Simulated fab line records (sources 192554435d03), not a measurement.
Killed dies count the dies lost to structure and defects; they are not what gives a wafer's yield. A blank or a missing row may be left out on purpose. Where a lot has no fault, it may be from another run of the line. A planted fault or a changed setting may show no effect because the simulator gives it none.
Shared-tool check	flow n5-finfet	11 lots and 33 wafers in the sample

== REASON FOR OPENING ==
At N5_BEOL_M5_INSPECT_58 the reading raw-defect-count is flagged on 2 of 11 lots. Fault-free wafers read 61, with a standard deviation of 18.
Rule: a lot gets a flag if all its wafers with a number sit over 4 standard deviations from that mean, or if no wafer of it has a number. The rest of the lots are taken to be sound.

lot	measured	on	raw-defect-count, wafer by wafer	flag
L452	day 9 08:31	defect-inspect-01	63 64 50	
L455	day 9 21:44	defect-inspect-02	61 85 71	
L459	day 10 14:23	defect-inspect-01	47 40 35	
L460	day 11 01:18	defect-inspect-01	52 73 46	
L458	day 11 05:50	defect-inspect-01	49 29 49	
L457	day 11 06:09	defect-inspect-02	75 75 78	
L466	day 12 21:29	defect-inspect-02	533 560 514	FLAGGED
L467	day 13 02:29	defect-inspect-02	487 504 494	FLAGGED
L470	day 13 06:08	defect-inspect-02	40 42 39	
L475	day 14 14:55	defect-inspect-02	100 66 51	
L474	day 14 19:35	defect-inspect-02	55 55 45	
The mean of the flagged lots' numbers is 515, +454 from the usual (+25 standard deviations).

== WHICH TOOL RAN EACH LOT ==
4 process steps preceding the reading are held in the record, out of 1938 steps in the route. Read each cell as the tool, then ch plus the chambers that the sampled wafers visited, then the start.
lot	flag	N5_BEOL_M5_ALD_86	N5_BEOL_M5_SPUTTER_48	N5_BEOL_M5_SPUTTER_81	N5_BEOL_M5_PRE_CLEAN_55
L452		ald-metal-04 ch 2,3, day 9 02:22	pvd-sputter-01, day 9 03:05	pvd-sputter-01, day 9 04:11	pecvd-01 ch 1,2, day 9 08:24
L455		ald-metal-02 ch 0,2,3, day 9 14:26	pvd-sputter-01, day 9 16:18	pvd-sputter-01, day 9 17:23	pecvd-02 ch 0,2, day 9 21:37
L459		ald-metal-04 ch 0,1,2, day 10 08:26	pvd-sputter-02, day 10 08:54	pvd-sputter-02, day 10 09:59	pecvd-01 ch 0,2, day 10 14:16
L460		ald-metal-04 ch 0,3, day 10 18:23	pvd-sputter-02, day 10 18:55	pvd-sputter-02, day 10 20:00	pecvd-02 ch 1,2, day 11 01:11
L458		ald-metal-02 ch 1,2,3, day 10 23:57	pvd-sputter-01, day 11 00:25	pvd-sputter-01, day 11 01:30	pecvd-02 ch 0,2, day 11 05:43
L457		ald-metal-04 ch 0,2,3, day 11 00:00	pvd-sputter-03, day 11 00:32	pvd-sputter-03, day 11 01:38	pecvd-02 ch 0,2, day 11 06:02
L466	FLAGGED	ald-metal-02 ch 0,2, day 12 13:56	pvd-sputter-02, day 12 16:01	pvd-sputter-02, day 12 17:07	pecvd-01 ch 1, day 12 21:20
L467	FLAGGED	ald-metal-04 ch 1,3, day 12 20:22	pvd-sputter-02, day 12 20:56	pvd-sputter-02, day 12 22:01	pecvd-01 ch 2, day 13 02:14
L470		ald-metal-04 ch 2,3, day 13 00:01	pvd-sputter-03, day 13 00:43	pvd-sputter-03, day 13 01:48	pecvd-04 ch 0,1,2, day 13 06:02
L475		ald-metal-04 ch 1,2, day 14 08:40	pvd-sputter-01, day 14 09:25	pvd-sputter-01, day 14 10:30	pecvd-02 ch 0,1,2, day 14 14:48
L474		ald-metal-04 ch 1,3, day 14 10:49	pvd-sputter-03, day 14 13:04	pvd-sputter-03, day 14 14:17	pecvd-04 ch 0, day 14 19:26
What is done by these steps:
- N5_BEOL_M5_ALD_86: deposits TaN, pulse time 2 s, purge time 3 s, co reactant purge time 2 s.
- N5_BEOL_M5_SPUTTER_48: material Cu, target thk 15 nm, time 27.62 s.
- N5_BEOL_M5_SPUTTER_81: material Cu, target thk 15 nm, time 27.62 s.
- N5_BEOL_M5_PRE_CLEAN_55: time 15 s.
- N5_BEOL_M5_INSPECT_58: inspects for defects (darkfield).

== FLAGGED AGAINST TOTAL, ONE TOOL AT A TIME (gauges that did the reading follow at the end) ==
step	tool	lots run	flagged	share of the flagged lots	sound lots run after its first flagged lot
N5_BEOL_M5_ALD_86	ald-metal-02	3	1	some	0
N5_BEOL_M5_ALD_86	ald-metal-04	8	1	some	3 (L470,L475,L474)
N5_BEOL_M5_SPUTTER_48	pvd-sputter-01	4	0	none	-
N5_BEOL_M5_SPUTTER_48	pvd-sputter-02	4	2	all	0
N5_BEOL_M5_SPUTTER_48	pvd-sputter-03	3	0	none	-
N5_BEOL_M5_SPUTTER_81	pvd-sputter-01	4	0	none	-
N5_BEOL_M5_SPUTTER_81	pvd-sputter-02	4	2	all	0
N5_BEOL_M5_SPUTTER_81	pvd-sputter-03	3	0	none	-
N5_BEOL_M5_PRE_CLEAN_55	pecvd-01	4	2	all	0
N5_BEOL_M5_PRE_CLEAN_55	pecvd-02	5	0	none	-
N5_BEOL_M5_PRE_CLEAN_55	pecvd-04	2	0	none	-
N5_BEOL_M5_INSPECT_58	defect-inspect-01	4	0	none	-
N5_BEOL_M5_INSPECT_58	defect-inspect-02	7	2	all	3 (L470,L475,L474)

== WHAT THE TABLE PERMITS ==
4 rows of the table ran every flagged lot: pvd-sputter-02 at N5_BEOL_M5_SPUTTER_48, pvd-sputter-02 at N5_BEOL_M5_SPUTTER_81, pecvd-01 at N5_BEOL_M5_PRE_CLEAN_55, defect-inspect-02 at N5_BEOL_M5_INSPECT_58.
- pvd-sputter-02 at N5_BEOL_M5_SPUTTER_48 ran 4 lots, 2 of them flagged. It ran its last sound lot, L460, at day 10 18:55 and its first flagged lot, L466, at day 12 16:01: a fault with its onset between the two fits.
- pvd-sputter-02 at N5_BEOL_M5_SPUTTER_81 ran 4 lots, 2 of them flagged. It ran its last sound lot, L460, at day 10 20:00 and its first flagged lot, L466, at day 12 17:07: a fault with its onset between the two fits.
- pecvd-01 at N5_BEOL_M5_PRE_CLEAN_55 ran 4 lots, 2 of them flagged. It ran its last sound lot, L459, at day 10 14:16 and its first flagged lot, L466, at day 12 21:20: a fault with its onset between the two fits.
- defect-inspect-02 at N5_BEOL_M5_INSPECT_58 ran 7 lots, 2 of them flagged. Sound lots followed the first flagged one (L470, L475, L474) on it, something a lasting fault affecting the whole tool could not allow.
Because each of these 2 tools fits a fault that began at some hour, counting lots does not separate them. More lots, or a look at what each step does to the wafer, might.

== WHAT THE SIMULATOR PUT IN ==
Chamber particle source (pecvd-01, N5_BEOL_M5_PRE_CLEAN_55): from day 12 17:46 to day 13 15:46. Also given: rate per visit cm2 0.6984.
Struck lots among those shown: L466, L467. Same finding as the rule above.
